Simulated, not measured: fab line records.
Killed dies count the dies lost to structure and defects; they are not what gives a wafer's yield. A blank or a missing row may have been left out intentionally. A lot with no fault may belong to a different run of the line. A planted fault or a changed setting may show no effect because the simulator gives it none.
Split-lot experiment + flow n5-finfet + 7 lots, 21 wafers read, on a route of 1938 steps

THE SPLIT ITSELF
At N5_BEOL_M11_PECVD_70 (deposits SiO2 from TEOS/O2, target thk 20 nm, time 22.7 s), the setting time-s was moved away from the recipe's 22.7 s on 7 of the 21 wafers read, by -10.1% to +14.9%. The other wafers ran this setting at the recipe's value.

FROM THE SPLIT TO THE READING: what the file shows between them, 3 steps
- N5_BEOL_M11_HM_DEP_02: deposits TiN, target thk 20 nm
- N5_BEOL_M11_COAT_59: time 60 s, resist thk 100 nm
- N5_BEOL_M11_STRIP_77: strips in N2/H2, time 10 s

THE READING
SiO2_of_BEOL_M11_PECVD_70.thk-nm (the simulator's own value, which no gauge read), in nm, at N5_BEOL_M11_HM_STRIP_39 (strips TiN in peroxide tin strip, target depth 25 nm, time 158 s). The file gives no usual value for it. Average 19.8 nm, standard deviation 0.21 nm, over the 14 wafers here run with the recipe.

| wafer  | tool, chamber at the split | time-s as run, s | against the recipe | SiO2_of_BEOL_M11_PECVD_70.thk-nm, nm | against lot-mates on the recipe |
|--------|----------------------------|------------------|--------------------|--------------------------------------|---------------------------------|
| L078.1 | pecvd-01, 2                | 22.7             | recipe             | 19.8                                 | -                               |
| L078.3 | pecvd-01, 0                | 22.7             | recipe             | 20                                   | -                               |
| L078.5 | pecvd-01, 2                | 22.7             | recipe             | 20.2                                 | -                               |
| L077.1 | pecvd-01, 1                | 22.7             | recipe             | 19.6                                 | -                               |
| L077.3 | pecvd-01, 0                | 23.92            | +5.4%              | 21.4                                 | +1.8                            |
| L077.6 | pecvd-01, 0                | 23.92            | +5.4%              | 21.4                                 | +1.8                            |
| L079.1 | pecvd-04, 0                | 22.7             | recipe             | 19.4                                 | -                               |
| L079.4 | pecvd-04, 2                | 22.7             | recipe             | 19.8                                 | -                               |
| L079.5 | pecvd-04, 1                | 20.41            | -10.1%             | 17.6                                 | -2.0                            |
| L088.1 | pecvd-01, 2                | 21.19            | -6.7%              | 18                                   | -1.6                            |
| L088.2 | pecvd-01, 0                | 22.7             | recipe             | 19.6                                 | -                               |
| L088.5 | pecvd-01, 1                | 21.19            | -6.7%              | 18.6                                 | -1.0                            |
| L089.3 | pecvd-03, 2,0              | 22.7             | recipe             | 19.8                                 | -                               |
| L089.5 | pecvd-03, 2,0              | 22.7             | recipe             | 19.8                                 | -                               |
| L089.4 | pecvd-03, 1                | 22.7             | recipe             | 20                                   | -                               |
| L090.1 | pecvd-01, 0                | 21.83            | -3.8%              | 19.2                                 | -0.6                            |
| L090.5 | pecvd-01, 2                | 22.7             | recipe             | 20                                   | -                               |
| L090.6 | pecvd-01, 1                | 22.7             | recipe             | 19.6                                 | -                               |
| L097.3 | pecvd-01, 0                | 22.7             | recipe             | 19.8                                 | -                               |
| L097.4 | pecvd-01, 2                | 26.09            | +14.9%             | 23                                   | +3.1                            |
| L097.5 | pecvd-01, 0                | 22.7             | recipe             | 20                                   | -                               |
Rows listing several chambers each stand for several wafers; the file does not say which wafer went through which chamber.

THE FIT
A straight line over all 21 wafers: SiO2_of_BEOL_M11_PECVD_70.thk-nm changes by +0.225 nm for each +1% of time-s; r = +0.98; the points scatter about the line by 0.24 nm.
The same after taking each lot's own level away (the mean of its wafers on the recipe; 21 wafers): +0.217 nm for each +1%; r = +0.97; scatter 0.26 nm.
That fit puts the effect of the largest move of time-s on the reading at 3.2 nm.
From 19.60 to 20.00 nm: that is the span of the lots' own levels, equal to 1.9 times the standard deviation above.
Hence the lot-to-lot level has little effect on the slope; both slopes agree.
Check: with one of the wafers moved furthest among these (+14.9%) left out of the fit, the line predicts +3.58 nm for it against its lot-mates. It came out at +3.1 nm against them.

THE WHOLE CHAIN: every reading that the file lists as answering this split, in the file's order
| step                    | what it does                                                     | reading                                                                           | change (the file's fit)               | r (the file's) |
|-------------------------|------------------------------------------------------------------|-----------------------------------------------------------------------------------|---------------------------------------|----------------|
| N5_BEOL_M11_PECVD_70    | deposits SiO2 from TEOS/O2, target thk 20 nm, time 22.7 s        | SiO2_of_BEOL_M11_PECVD_70.thk-nm (the simulator's own value, which no gauge read) | +0.22 nm for each +1% of the setting  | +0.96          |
| N5_BEOL_M11_HM_STRIP_39 | strips TiN in peroxide tin strip, target depth 25 nm, time 158 s | SiO2_of_BEOL_M11_PECVD_70.thk-nm (the simulator's own value, which no gauge read) | +0.211 nm for each +1% of the setting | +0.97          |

THE FILE'S OWN FIT
SiO2_of_BEOL_M11_PECVD_70.thk-nm changes by +0.211 nm for each +1% of time-s, r = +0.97.
